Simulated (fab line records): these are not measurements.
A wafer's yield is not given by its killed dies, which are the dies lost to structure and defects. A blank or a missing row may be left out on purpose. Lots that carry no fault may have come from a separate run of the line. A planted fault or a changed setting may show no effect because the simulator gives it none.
Struck lot and sound lot, side by side || flow nand_harc || 44 out of 1302 route steps
Sound: these wafers, L609.1, L609.4, L609.6. Wafers struck: L619.1, L619.4, L619.6. Last of all comes the cause.
At each step with rows: each side's tool, then ch and its chambers, then its first start. Under that, the readings that differ: sound wafers || struck wafers || difference of the means || sigmas: that difference in standard deviations of wafers without a fault.
alike: readings whose means differ by less than 2 such deviations, and words and numbers that are the same on both sides. not compared: withheld readings, readings that some wafer has no value for, bounds like >300 that may hide the same value, and numbers for which the record gives no deviation and whose values overlap.
Wherever a step has rows on one side only, a row that says differs or no value, or a row with sigmas, the two part there. Numbers that don't overlap but have no deviation are shown without sigmas and don't part them. A reading missing from all wafers of one side parts the sides only when that side holds two or more wafers.

first, 5 steps without rows for these wafers: NHARC_P_GATE_SOFTBAKE_06 (time 95 s); NHARC_P_GATE_EBR_07; NHARC_P_GATE_EXPOSE_08 (exposes mask P HV); NHARC_P_GATE_PEB_09 (peb time 85 s); NHARC_P_GATE_DEVELOP_10 (time 70 s).
NHARC_P_GATE_CD_MEAS_11: target cd 1640 nm.
  sound on cd_sem-03 ch 0, day 4 20:40; struck on cd_sem-03 ch 0, day 9 01:53
  alike: cd_nm
then, 6 steps without rows for these wafers: NHARC_P_GATE_HARDBAKE_12 (time 80 s); NHARC_P_GATE_DESCUM_13 (chemistry O2, time 3 s); NHARC_P_GATE_ETCH_14 (etches SiO2 in dHF, target depth 48.8 nm); NHARC_P_GATE_STRIP_15 (strips in SPM, time 780 s); NHARC_P_GATE_PRECLEAN_71 (cleans in SC1); NHARC_P_GATE_SRD_72.
NHARC_P_GATE_OXIDE_16: material SiO2, target thk 3 nm, ox time 392 s.
  sound on furnace-08 ch 0, day 5 01:41; struck on furnace-08 ch 0, day 9 05:38
  alike: spike_tc_upper_C
then, 11 steps without rows for these wafers: NHARC_P_GATE_CVD_17 (deposits poly-Si, target thk 150 nm, time 900 s); NHARC_P_GATE_HM_DEP_102 (deposits aC, target thk 120 nm); NHARC_P_GATE_DEP_103 (deposits SiON, target thk 30 nm); NHARC_P_GATE_DEHYDRATE_18 (time 120 s); NHARC_P_GATE_HMDS_19 (time 30 s); NHARC_P_GATE_COAT_20 (resist thk 90 nm); NHARC_P_GATE_SOFTBAKE_21 (time 55 s); NHARC_P_GATE_EBR_22; NHARC_P_GATE_EXPOSE_23 (exposes mask P GATE, target cd 120 nm); NHARC_P_GATE_PEB_24 (peb time 65 s); NHARC_P_GATE_DEVELOP_25 (develop time 35 s).
NHARC_P_GATE_CD_MEAS_26: target cd 120 nm.
  sound on cd_sem-03 ch 0, day 5 11:49; struck on cd_sem-01 ch 0, day 9 15:45
  alike: cd_nm
NHARC_P_GATE_OVL_MEAS_27:
  sound: overlay-01 at day 5 11:54; struck: overlay-01 at day 9 15:50
  alike: overlay_x_nm, overlay_y_nm
NHARC_P_GATE_INSPECT_28:
  sound: defect_inspect-01 at day 5 11:56; struck: defect_inspect-01 at day 9 15:53
{"reading": "raw_defect_count", "sound": "4 5 5", "struck": "968 935 943", "difference": "+944", "sigmas": "+99 or more"}
NHARC_P_GATE_DESCUM_31: chemistry O2, time 3 s.
  sound on rie_diel-08 ch 0,2, day 5 11:59; struck on rie_diel-08 ch 0,3, day 9 15:56
  alike: drypump_motor_current_A, oes_product_au, rf_vpp_V, showerhead_plenum_p_Torr, throttle_valve_pct
  not compared: rf_hours_counter_h
NHARC_P_GATE_ETCH_104: etches the open film in CF4/CHF3, target depth 60 nm.
  sound on rie_diel-08 ch 1,2,3, day 5 12:05; struck on rie_diel-08 ch 1,3, day 9 16:01
  alike: drypump_motor_current_A, oes_product_au, rf_vpp_V, showerhead_plenum_p_Torr, throttle_valve_pct
NHARC_P_GATE_HM_OPEN_105: chemistry O2/COS, target depth 360 nm.
  sound: rie_diel-08 ch 0,1,2; struck: rie_diel-08 ch 1,2,3
  alike: drypump_motor_current_A, oes_product_au, rf_vpp_V, showerhead_plenum_p_Torr, throttle_valve_pct
  not compared: rf_hours_counter_h
then, 4 steps without rows for these wafers: NHARC_P_GATE_STRIP_106 (strips in O2/COS); NHARC_P_GATE_ETCH_114 (etches the open film in CF4/O2, target depth 30 nm, overetch 3 nm, time 16.5 s); NHARC_P_GATE_ETCH_32 (etches the open film in HBr/Cl2, target depth 150 nm, time 100.1 s); NHARC_P_GATE_STRIP_108 (strips in O2).
NHARC_P_GATE_CD_MEAS_33:
  sound: cd_sem-03 at day 5 12:47; struck: cd_sem-01 at day 9 16:44
  alike: cd_nm
then, 4 steps without rows for these wafers: NHARC_P_GATE_STRIP_35 (strips in SPM, time 600 s); NHARC_P_GATE_PRECLEAN_73 (cleans in SC1); NHARC_P_GATE_SRD_74; NHARC_P_GATE_ALD_36 (deposits SiNx, target thk 20 nm, pulse time 60 s, ald cycles 223).
NHARC_P_GATE_ETCHBACK_37: etches the open film in CHF3/O2, target depth 34.5 nm, time 17.2 s.
  sound: rie_diel-01 ch 1,2,3; struck: rie_diel-08 ch 0,2
  alike: drypump_motor_current_A, oes_product_au, rf_vpp_V, showerhead_plenum_p_Torr, throttle_valve_pct
  not compared: rf_hours_counter_h
NHARC_P_GATE_STRIP_101: strips in O2, time 20 s.
  sound on rie_diel-01 ch 0,2,3, day 5 22:53; struck on rie_diel-08 ch 0,1, day 10 02:49
  alike: drypump_motor_current_A, oes_product_au, rf_vpp_V, showerhead_plenum_p_Torr, throttle_valve_pct
  not compared: rf_hours_counter_h
then, 1 step without rows for these wafers: NHARC_P_GATE_PRECLEAN_97 (cleans in SPM, time 600 s).
NHARC_P_GATE_INSPECT_68:
  sound: defect_inspect-02 at day 6 06:17; struck: defect_inspect-01 at day 10 10:15
{"reading": "raw_defect_count", "sound": "242 113 84", "struck": "1221 1085 1158", "difference": "+1008", "sigmas": "+11"}
-- jump in the record: it breaks off in module P_GATE and resumes in module END (first step shown: number 1302 of the route), and 18 days separate the struck wafers' starts before and after --
NHARC_END_SORT_01:
  here the record holds rows for the struck wafers (prober-01 ch 0, day 28 21:45) but none for the sound ones

## WHERE THEY PART
Last at NHARC_END_SORT_01 as far as this record goes, first at NHARC_P_GATE_INSPECT_28.

WHY: the cause the simulator had injected
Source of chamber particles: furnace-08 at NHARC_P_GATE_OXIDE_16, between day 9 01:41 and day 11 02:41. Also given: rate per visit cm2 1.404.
